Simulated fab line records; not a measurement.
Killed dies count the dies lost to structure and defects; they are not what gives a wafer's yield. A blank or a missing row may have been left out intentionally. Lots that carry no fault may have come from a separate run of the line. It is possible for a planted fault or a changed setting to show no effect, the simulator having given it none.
fab line records	flow n5Finfet
record lots=5	wafers=14	lastDay=17
route steps=1938 shown BEOL_M4@1099 BEOL_M5@1112 BEOL_M14@1756 PASSIVATION@1936
lots that met no fault: taken from a fault-free run of the same line
startH: start of the lot's first displayed wafer, in hours after the record's first day	waitH: hours since the lot's step before	" identical to the entry in the row above	L1.1+2: one row covering several wafers at once	- no value, or no start given	* or withheld: withheld	< > ~ a bound
route shown NAME@n: NAME is a module with steps in the file, n the number in the route of the first one	usual: mean and standard deviation over wafers with no fault	same: alike in all rows	chamber/n: place in a boat	sites: each site's reading	_std_site: the standard deviation of these	_edge_site: inner sites' mean taken away from outer sites' mean	radiusMm: how far each site lies from the wafer's centre	mask NAME#n: copy n	behind: the tool/chamber that last shaped the wafer	hold: why the lot went on hold/how many hours it stayed there/how the hold came to an end	device: the n, p or np transistor that did not switch	end of line: tests run on the same wafers once the route is complete	for a step that has no rows: nothing shown but its recipe	killed: not the wafer's yield, but the dies lost to structure and defects at the first sort	map: a wafer's dies, x killed, . not, _ none there
set.NAME: the setting the step ran with; set.NAME@STEP: the setting that earlier step ran with	model.NAME: the simulator's own value behind a step, which no gauge read
a table for each step, a row for each wafer; lots at some steps of the route
services: from which hour (startH, from the record's first day; less than 0 if before it) a tool's chamber was out of use, for how many hours, and why
## steps
# step N5_BEOL_M4_ANNEAL_95
# recipe tempC=400	timeS=240	ambient=vacuum
# step N5_BEOL_M4_SPUTTER_96
# recipe material=Cu	targetThkA=45	tempC=-20	chamberPressurePa=0.07	powerW=withheld	timeS=8.29
# step N5_BEOL_M4_ECD_50
# recipe material=Cu	targetThkA=3000
# step N5_BEOL_M4_ANNEAL_51
# recipe tempC=225	timeS=90	ambient=N2
# step N5_BEOL_M4_CMP_52
# recipe stopOn=SiOC	tOverpolishS=6.8	downForcePsi=1	platenRpm=50	clearingPlatenDownForcePsi=1.5	clearingPlatenRpm=50	postCmpClean=cuAlkaline	targetThkNm=40	clearingPlatenPadVelocityMS=0.99484	padVelocityMS=0.99484
# step N5_BEOL_M4_PRE_CLEAN_60
# recipe gas=NH3/H2	timeS=15	tempC=*	rfPowerW=300
# step N5_BEOL_M4_CO_CAP_55
# recipe material=Co	targetThkA=20	tempC=200	precursor=CCTBA/H2	pressureTorr=30	timeS=102.1
# step N5_BEOL_M4_PRE_CLEAN_56
# recipe gas=NH3	timeS=15	tempC=withheld	rfPowerW=300
# step N5_BEOL_M4_DEP_57
# recipe material=SiCN	targetThkA=80	tempC=withheld	precursor=3MS/NH3	pressureTorr=3	rfW=202	timeS=14
# step N5_BEOL_M4_RC_MEAS_101
# usual DIBL_N=36.5/2.2	DIBL_P=36.9/2.9	IOFF_N=0.17/0.044	IOFF_P=0.22/0.052	ION_N=671/16	ION_P=461/10	SS_N=71.6/0.73	SS_P=73.5/0.79	VT_N=250/4.1	VT_P=-250/4.1
lot.wafer	tool	chamber	startH	waitH	DIBL_N[mV/V]	DIBL_P[mV/V]	IOFF_N[nA/um]	IOFF_P[nA/um]	ION_N[uA/um]	ION_P[uA/um]	SS_N[mV/dec]	SS_P[mV/dec]	VT_N[mV]	VT_P[mV]
L895.4	prober-02	0	259.03	0.5	38.6	40.0	0.23	0.27	699	472	72.3	73.7	245	-246
L895.5	"	0	"	"	37.7	37.5	0.20	0.23	671	457	72.1	74.2	247	-246
L895.6	"	0	"	"	38.1	40.1	0.22	0.29	689	473	71.1	74.0	245	-243
L894.2	prober-01	0	261.03	0.2	38.5	38.8	0.19	0.25	689	468	71.5	73.4	249	-248
L894.3	"	0	"	"	36.3	35.6	0.15	0.17	661	452	71.4	73.6	252	-252
L894.5	"	0	"	"	32.8	31.6	0.10	0.13	649	450	69.6	72.7	255	-257
L896.3	prober-02	0	266.20	0.5	40.5	42.5	0.27	0.32	706	478	72.1	74.8	240	-245
L896.5	"	0	"	"	35.2	33.9	0.14	0.17	676	462	71.5	72.1	252	-254
L896.6	"	0	"	"	36.8	37.8	0.18	0.23	692	468	71.5	73.2	247	-252
L897.2	prober-02	0	268.72	0.2	38.8	40.6	0.19	0.26	666	463	71.6	74.2	248	-248
L897.4	"	0	"	"	34.5	34.9	0.13	0.18	662	460	71.5	73.4	253	-252
L897.6	"	0	"	"	34.7	35.1	0.12	0.18	662	455	71.3	73.3	254	-257
L898.1	prober-01	0	291.19	0.3	37.5	39.0	0.21	0.25	686	475	72.1	73.5	248	-248
L898.5	"	0	"	"	35.6	36.9	0.16	0.21	665	455	71.7	73.2	249	-250
# step N5_BEOL_M5_ILD_DEP_00
# recipe material=SiCOH_lowk	targetThkA=1406.4	tempC=300	precursor=DEMS/porogen	pressureTorr=5	rfW=500	timeS=25.9
# step N5_BEOL_M5_CURE_79
# recipe tempC=385	timeS=240	ambient=He/Ar	material=SiCOH_lowk
# step N5_BEOL_M5_PECVD_70
# recipe material=SiO2	targetThkA=160	tempC=400	precursor=TEOS/O2	pressureTorr=5.5	rfW=450	teosFlowSccm=53.8	gas=O2	flowSccm=3000	timeS=18
# step N5_BEOL_M5_HM_DEP_02
# recipe material=TiN	targetThkA=200	tempC=25	chamberPressurePa=0.49996
# step N5_BEOL_M5_COAT_59
# recipe resist=SOC	tempC=250	timeS=60	spinRpm=1500	resistThkNm=60
# step N5_BEOL_M5_COAT_60
# recipe resist=SiARC	tempC=220	timeS=60	spinRpm=1500	resistThkNm=12
# step N5_BEOL_M5_COAT_71
# recipe resist=underlayer	tempC=205	timeS=60	spinRpm=1500	resistThkNm=5
# step N5_BEOL_M5_COAT_05
# recipe resist=CAR-EUV	spinRpm=1500	resistThkNm=30
# step N5_BEOL_M5_EBR_07
# recipe solvent=PGMEA	ebrWidthMm=1.5
# step N5_BEOL_M5_SOFTBAKE_06
# recipe tempC=110	timeS=60	resist=CAR-EUV
# step N5_BEOL_M5_EXPOSE_08
# recipe maskId=M5	na=0.33	sourceShape=annular	sigmaInner=0.4	sigmaOuter=0.8	polarization=unpolarized	targetCdNm=28	doseMj=35.75
# step N5_BEOL_M5_PEB_09
# recipe pebTempC=100	pebTimeS=60	resist=CAR-EUV
# step N5_BEOL_M5_DEVELOP_10
# recipe developTimeS=30	developer=TMAH	resist=CAR-EUV	rinseLiquid=surfactantRinse	dry=airSpin	devTempC=23
# step N5_BEOL_M5_DESCUM_16
# recipe chemistry=O2	timeS=7	sourcePowerW=50	biasPowerW=20	pressureMtorr=20	rfFrequencyHz=2.712e+07	tempC=40	resist=CAR-EUV	o2FlowSccm=225
# step N5_BEOL_M5_ETCH_72
# recipe chemistry=N2/H2	target=underlayer	targetDepthA=65	maskMaterial=CAR-EUV	timeS=5.2	ionEnergyEv=200	pressureMtorr=30	sourceW=840	biasW=150	n2FlowSccm=200	h2FlowSccm=200	ends=cleared
# step N5_BEOL_M5_ETCH_61
# recipe chemistry=CF4	target=SiARC	targetDepthA=156	maskMaterial=CAR-EUV	timeS=26	ionEnergyEv=80	pressureMtorr=40	sourceW=545	biasW=36	Ar_flow_sccm=100	cf4FlowSccm=100	ends=cleared
# step N5_BEOL_M5_ETCH_62
# recipe chemistry=N2/H2	target=SOC	targetDepthA=750	overetchA=150	maskMaterial=SiARC	tempC=40	timeS=112.5	ionEnergyEv=200	pressureMtorr=30	sourceW=840	biasW=150	n2FlowSccm=200	h2FlowSccm=200
# step N5_BEOL_M5_STRIP_63
# recipe chemistry=N2/H2	tempC=40	n2FlowSccm=200	h2FlowSccm=200	rfFrequencyHz=6e+07
# step N5_BEOL_M5_STRIP_73
# recipe chemistry=N2/H2	tempC=40	n2FlowSccm=200	h2FlowSccm=200	rfFrequencyHz=6e+07
# step N5_BEOL_M5_STRIP_64
# recipe chemistry=CF4	resist=SiARC	powerW=300	biasPowerW=75	pressureMtorr=50	cf4FlowSccm=150	rfFrequencyHz=6e+07
# step N5_BEOL_M5_HM_OPEN_17
# recipe chemistry=Cl2/BCl3	targetDepthA=200	overetchA=60	target=TiN	maskMaterial=SOC	ionEnergyEv=150	pressureMtorr=10	icpW=1000	biasW=126	Cl2_flow_sccm=53.25	bcl3FlowSccm=21.75	Ar_flow_sccm=25
# step N5_BEOL_M5_STRIP_19
# recipe chemistry=O2	powerW=400	tempC=40	pressureMtorr=30	rfFrequencyHz=6e+07	biasPowerW=0	overashFraction=0.2	o2FlowSccm=225
# step N5_BEOL_M5_COAT_65
# recipe resist=SOC	tempC=250	timeS=60	spinRpm=1500	resistThkNm=60
# step N5_BEOL_M5_COAT_66
# recipe resist=SiARC	tempC=220	timeS=60	spinRpm=1500	resistThkNm=12
# step N5_BEOL_M14_STRIP_37
# recipe chemistry=O2	powerW=600	tempC=60	pressureMtorr=30	rfFrequencyHz=6e+07	biasPowerW=0	overashFraction=0.3	o2FlowSccm=225
# usual biasPowerW=0/0	chamberPressureMTorr=30.00/0.055	drypumpMotorCurrentA=5.6/0.54	oesProductAu=0.79/0.083	rfVppV=3.6/1	showerheadPlenumPTorr=2.09/0.06	throttleValvePct=16.69/0.27
lot.wafer	tool	chamber	startH	waitH	biasPowerW	chamberPressureMTorr	drypumpMotorCurrentA	oesProductAu	rfHoursCounterH	rfVppV	showerheadPlenumPTorr	throttleValvePct
L895.4	rieDiel-06	2	339.61	1.1	0	30.01	5.5	0.86	60	4.5	2.14	16.70
L895.5	"	3	"	"	0	29.93	4.8	0.83	-	4.8	2.04	16.24
L895.6	"	2	"	"	0	30.01	5.4	0.87	-	3.4	2.14	16.75
L897.2	rieDiel-02	3	350.55	0.3	-	-	-	-	-	-	-	-
L897.4	"	0	"	"	-	-	-	-	-	-	-	-
L897.6	"	3	"	"	-	-	-	-	-	-	-	-
L894.2	rieDiel-06	3	352.33	1.0	-	-	-	-	-	-	-	-
L894.3	"	0	"	"	-	-	-	-	-	-	-	-
L894.5	"	2	"	"	-	-	-	-	-	-	-	-
L896.3	rieDiel-02	0	360.28	3.0	-	-	-	-	-	-	-	-
L896.5	"	0	"	"	-	-	-	-	-	-	-	-
L896.6	"	1	"	"	-	-	-	-	-	-	-	-
L898.1	rieDiel-06	1	384.08	3.1	0	30.03	6.5	0.79	145	3.8	2.10	16.33
L898.5	"	2	"	"	0	29.92	5.4	0.84	-	3.4	2.13	16.77
# step N5_PASSIVATION_PROBE_49
# usual defectLimitedYield=91.3/1.4	killed_at_M0_to_M3=36/10	killed_at_M4_up=13/5.4	killedAtContacts=12/5.3	killedAtFrontEnd=39/10	killedAtOther=3.2/2.7	killedDies=103/16	killedOnRim=13/4	killedOpen=68/13	killedShort=33/6.6	sort_bin_5_function=5.1/0.92	sort_bin_6_memory=3.3/0.68	sortNPass=1077/17	sortYieldPct=91.2/1.4
# same grossDies=1180	killedAtBackSide=0	sort_bin_4_leakage[%]=0	sort_bin_8_speed[%]=0
lot.wafer	tool	chamber	startH	waitH	defectLimitedYield[%]	killed_at_M0_to_M3	killed_at_M4_up	killedAtContacts	killedAtFrontEnd	killedAtOther	killedDies	killedOnRim	killedOpen	killedShort	sort_bin_5_function[%]	sort_bin_6_memory[%]	sortNPass	sortYieldPct[%]
L897.2	prober-02	-	374.87	0.1	0	48	1086	12	33	1	1180	152	73	46	96.0	3.5	0	0
L897.4	prober-02	-	374.97	0.2	0	37	1109	7	27	0	1180	152	64	28	96.6	3.2	0	0
L897.6	prober-02	-	375.07	0.3	0	33	1090	6	50	1	1180	152	69	33	97.0	2.9	0	0
L894.2	prober-02	-	380.85	0.1	0	29	1092	3	42	14	1180	152	69	40	96.4	3.1	0	0
L894.3	prober-02	-	380.90	0.1	0	43	1084	9	40	4	1180	152	73	35	96.4	3.2	0	0
L894.5	prober-02	-	381.00	0.2	0	46	1067	7	58	2	1180	152	84	41	95.9	3.6	0	0
L896.3	prober-01	-	390.31	0.1	0	34	1085	9	45	7	1180	152	74	35	96.9	3.0	0	0
L896.5	prober-01	-	390.41	0.2	0	42	1091	11	32	4	1180	152	73	27	96.6	3.1	0	0
L896.6	prober-01	-	390.46	0.3	0	27	1101	14	36	2	1180	152	60	33	96.7	3.1	0	0
# killed by level:class
L897.2 BEOL_M14:areaSputter=1060 BEOL_M0_SAQP:geometricParticle:short=11 FIN_SAQP:geometricParticle:short=10 FIN_SAQP:geometricParticle:open=9 BEOL_M0_SAQP:geometricParticle:open=9 MOL_CONTACT_COAG:geometricParticle:open=8 BEOL_M4:geometricParticle:open=8 BEOL_M2:geometricParticle:open=7
L897.4 BEOL_M14:areaSputter=1086 BEOL_M1:geometricParticle:open=13 FIN_SAQP:geometricParticle:open=8 BEOL_M0_SAQP:geometricParticle:short=8 MOL_CONTACT_COAG:geometricParticle:open=7 BEOL_M0_SAQP:geometricParticle:open=7 BEOL_M4:geometricParticle:open=6 FIN_SAQP:geometricParticle:short=5
L897.6 BEOL_M14:areaSputter=1077 STI_FIN_REVEAL:geometricParticle:open=11 BEOL_M4:geometricParticle:open=9 FIN_SAQP:geometricParticle:open=8 DUMMY_GATE:geometricParticle:open=8 BEOL_M0_SAQP:geometricParticle:open=7 BEOL_M1:geometricParticle:open=7 GATE_CUT:geometricParticle:short=6
L894.2 BEOL_M14:areaSputter=1070 FIN_SAQP:geometricParticle:open=12 FIN_SAQP:geometricParticle:short=11 MIM_TOP_ETCH:geometricParticle:open=10 BEOL_M0_SAQP:geometricParticle:short=9 BEOL_M4:geometricParticle:open=9 BEOL_M2:geometricParticle:open=7 STI_FIN_REVEAL:geometricParticle:open=6
L894.3 BEOL_M14:areaSputter=1072 FIN_SAQP:geometricParticle:open=13 BEOL_M0_SAQP:geometricParticle:open=11 BEOL_M0_SAQP:geometricParticle:short=9 FIN_SAQP:geometricParticle:short=8 BEOL_M2:geometricParticle:open=8 MOL_CONTACT_COAG:geometricParticle:open=7 BEOL_M4:geometricParticle:open=7
L894.5 BEOL_M14:areaSputter=1052 FIN_SAQP:geometricParticle:short=16 FIN_SAQP:geometricParticle:open=14 BEOL_M3:geometricParticle:open=11 STI_FIN_REVEAL:geometricParticle:open=10 BEOL_M1:geometricParticle:open=9 BEOL_M2:geometricParticle:open=7 GATE_CUT:geometricParticle:short=6
L896.3 BEOL_M14:areaSputter=1071 DUMMY_GATE:geometricParticle:open=12 BEOL_M3:geometricParticle:open=11 BEOL_M4:geometricParticle:open=8 BEOL_M0_SAQP:geometricParticle:open=7 FIN_SAQP:geometricParticle:short=5 STI_FIN_REVEAL:geometricParticle:open=5 MOL_CONTACT_COAG:geometricParticle:open=5
L896.5 BEOL_M14:areaSputter=1079 BEOL_M0:geometricParticle:open=12 MOL_CONTACT_COAG:geometricParticle:open=8 BEOL_M2:geometricParticle:open=8 BEOL_M4:geometricParticle:open=6 GATE_CUT:geometricParticle:open=5 BEOL_M0_SAQP:geometricParticle:open=5 ILD0:geometricParticle:open=4
L896.6 BEOL_M14:areaSputter=1086 MOL_CONTACT_COAG:geometricParticle:open=11 FIN_SAQP:geometricParticle:short=10 STI_FIN_REVEAL:geometricParticle:open=6 BEOL_M0_SAQP:geometricParticle:short=6 BEOL_M0_SAQP:geometricParticle:open=5 FIN_SAQP:geometricParticle:open=4 ILD0:geometricParticle:open=4
# map L894.2 (x killed, . not)
_________________xxxxxxxxxxxx________________
______________xxxxxxxxxxxxxxxxxx_____________
___________xxxxxxxxxxxxxxxxxxxxxxxx__________
__________xxxxxxxxxxxxxxxxxxxxxxxxxx_________
________xxxxxxxxxxxxxxxxxxxxxxxxxxxxxx_______
_______xxxxxxxxxxxxxxxxxxxxxxxxxxxxxxxx______
______xxxxxxxxxxxxxxxxxxxxxxxxxxxxxxxxxx_____
_____xxxxxxxxxxxxxxxxxxxxxxxxxxxxxxxxxxxx____
____xxxxxxxxxxxxxxxxxxxxxxxxxxxxxxxxxxxxxx___
___xxxxxxxxxxxxxxxxxxxxxxxxxxxxxxxxxxxxxxxx__
___xxxxxxxxxxxxxxxxxxxxxxxxxxxxxxxxxxxxxxxx__
__xxxxxxxxxxxxxxxxxxxxxxxxxxxxxxxxxxxxxxxxxx_
__xxxxxxxxxxxxxxxxxxxxxxxxxxxxxxxxxxxxxxxxxx_
_xxxxxxxxxxxxxxxxxxxxxxxxxxxxxxxxxxxxxxxxxxxx
_xxxxxxxxxxxxxxxxxxxxxxxxxxxxxxxxxxxxxxxxxxxx
_xxxxxxxxxxxxxxxxxxxxxxxxxxxxxxxxxxxxxxxxxxxx
_xxxxxxxxxxxxxxxxxxxxxxxxxxxxxxxxxxxxxxxxxxxx
_xxxxxxxxxxxxxxxxxxxxxxxxxxxxxxxxxxxxxxxxxxxx
_xxxxxxxxxxxxxxxxxxxxxxxxxxxxxxxxxxxxxxxxxxxx
_xxxxxxxxxxxxxxxxxxxxxxxxxxxxxxxxxxxxxxxxxxxx
_xxxxxxxxxxxxxxxxxxxxxxxxxxxxxxxxxxxxxxxxxxxx
__xxxxxxxxxxxxxxxxxxxxxxxxxxxxxxxxxxxxxxxxxx_
__xxxxxxxxxxxxxxxxxxxxxxxxxxxxxxxxxxxxxxxxxx_
___xxxxxxxxxxxxxxxxxxxxxxxxxxxxxxxxxxxxxxxx__
___xxxxxxxxxxxxxxxxxxxxxxxxxxxxxxxxxxxxxxxx__
____xxxxxxxxxxxxxxxxxxxxxxxxxxxxxxxxxxxxxx___
_____xxxxxxxxxxxxxxxxxxxxxxxxxxxxxxxxxxxx____
______xxxxxxxxxxxxxxxxxxxxxxxxxxxxxxxxxx_____
_______xxxxxxxxxxxxxxxxxxxxxxxxxxxxxxxx______
________xxxxxxxxxxxxxxxxxxxxxxxxxxxxxx_______
__________xxxxxxxxxxxxxxxxxxxxxxxxxx_________
___________xxxxxxxxxxxxxxxxxxxxxxxx__________
______________xxxxxxxxxxxxxxxxxx_____________
_________________xxxxxxxxxxxx________________
# map L896.3 (x killed, . not)
_________________xxxxxxxxxxxx________________
______________xxxxxxxxxxxxxxxxxx_____________
___________xxxxxxxxxxxxxxxxxxxxxxxx__________
__________xxxxxxxxxxxxxxxxxxxxxxxxxx_________
________xxxxxxxxxxxxxxxxxxxxxxxxxxxxxx_______
_______xxxxxxxxxxxxxxxxxxxxxxxxxxxxxxxx______
______xxxxxxxxxxxxxxxxxxxxxxxxxxxxxxxxxx_____
_____xxxxxxxxxxxxxxxxxxxxxxxxxxxxxxxxxxxx____
____xxxxxxxxxxxxxxxxxxxxxxxxxxxxxxxxxxxxxx___
___xxxxxxxxxxxxxxxxxxxxxxxxxxxxxxxxxxxxxxxx__
___xxxxxxxxxxxxxxxxxxxxxxxxxxxxxxxxxxxxxxxx__
__xxxxxxxxxxxxxxxxxxxxxxxxxxxxxxxxxxxxxxxxxx_
__xxxxxxxxxxxxxxxxxxxxxxxxxxxxxxxxxxxxxxxxxx_
_xxxxxxxxxxxxxxxxxxxxxxxxxxxxxxxxxxxxxxxxxxxx
_xxxxxxxxxxxxxxxxxxxxxxxxxxxxxxxxxxxxxxxxxxxx
_xxxxxxxxxxxxxxxxxxxxxxxxxxxxxxxxxxxxxxxxxxxx
_xxxxxxxxxxxxxxxxxxxxxxxxxxxxxxxxxxxxxxxxxxxx
_xxxxxxxxxxxxxxxxxxxxxxxxxxxxxxxxxxxxxxxxxxxx
_xxxxxxxxxxxxxxxxxxxxxxxxxxxxxxxxxxxxxxxxxxxx
_xxxxxxxxxxxxxxxxxxxxxxxxxxxxxxxxxxxxxxxxxxxx
_xxxxxxxxxxxxxxxxxxxxxxxxxxxxxxxxxxxxxxxxxxxx
__xxxxxxxxxxxxxxxxxxxxxxxxxxxxxxxxxxxxxxxxxx_
__xxxxxxxxxxxxxxxxxxxxxxxxxxxxxxxxxxxxxxxxxx_
___xxxxxxxxxxxxxxxxxxxxxxxxxxxxxxxxxxxxxxxx__
___xxxxxxxxxxxxxxxxxxxxxxxxxxxxxxxxxxxxxxxx__
____xxxxxxxxxxxxxxxxxxxxxxxxxxxxxxxxxxxxxx___
_____xxxxxxxxxxxxxxxxxxxxxxxxxxxxxxxxxxxx____
______xxxxxxxxxxxxxxxxxxxxxxxxxxxxxxxxxx_____
_______xxxxxxxxxxxxxxxxxxxxxxxxxxxxxxxx______
________xxxxxxxxxxxxxxxxxxxxxxxxxxxxxx_______
__________xxxxxxxxxxxxxxxxxxxxxxxxxx_________
___________xxxxxxxxxxxxxxxxxxxxxxxx__________
______________xxxxxxxxxxxxxxxxxx_____________
_________________xxxxxxxxxxxx________________
## services
tool	chamber	startH	hours	kind
rieDiel-02	2	321.25	-	clean
rieDiel-02	2	321.25	-	consumableReplace:focusRing
rieDiel-02	2	321.25	26.4	scheduledDown
rieDiel-02	2	321.25	26.4	ventCycle
rieDiel-02	1	334.26	5.1	repair
## key
firstSign step=N5_BEOL_M14_STRIP_37	reading=toolRecord	direction=missing
effect step=N5_PASSIVATION_PROBE_49	reading=killed_at_M4_up	direction=up	sigmas=99+	usual=13	struck=1089
moreKillsBornAt N5_BEOL_M14_SPUTTER_43@pvdSputter-01=3236	N5_BEOL_M14_SPUTTER_43@pvdSputter-02=3223	N5_BEOL_M14_SPUTTER_43@pvdSputter-03=3194
metAt N5_BEOL_M14_STRIP_37
struckWafers L894.2,L894.3,L894.5,L896.3,L896.5,L896.6,L897.2,L897.4,L897.6
laterRowsLeftOut L894.2,L894.3,L894.5,L896.3,L896.5,L896.6,L897.2,L897.4,L897.6
onsetBetween 339.61 350.55
fault kind=skippedStepWhole	tool=rieDiel-02,rieDiel-06	chamber=-	onsetH=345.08	steps=N5_BEOL_M14_STRIP_37	scope=struckLotsOnly
# laterRowsLeftOut: the simulator's readings of these wafers behind a module that went badly wrong aren't trusted and aren't shown, but for the sort
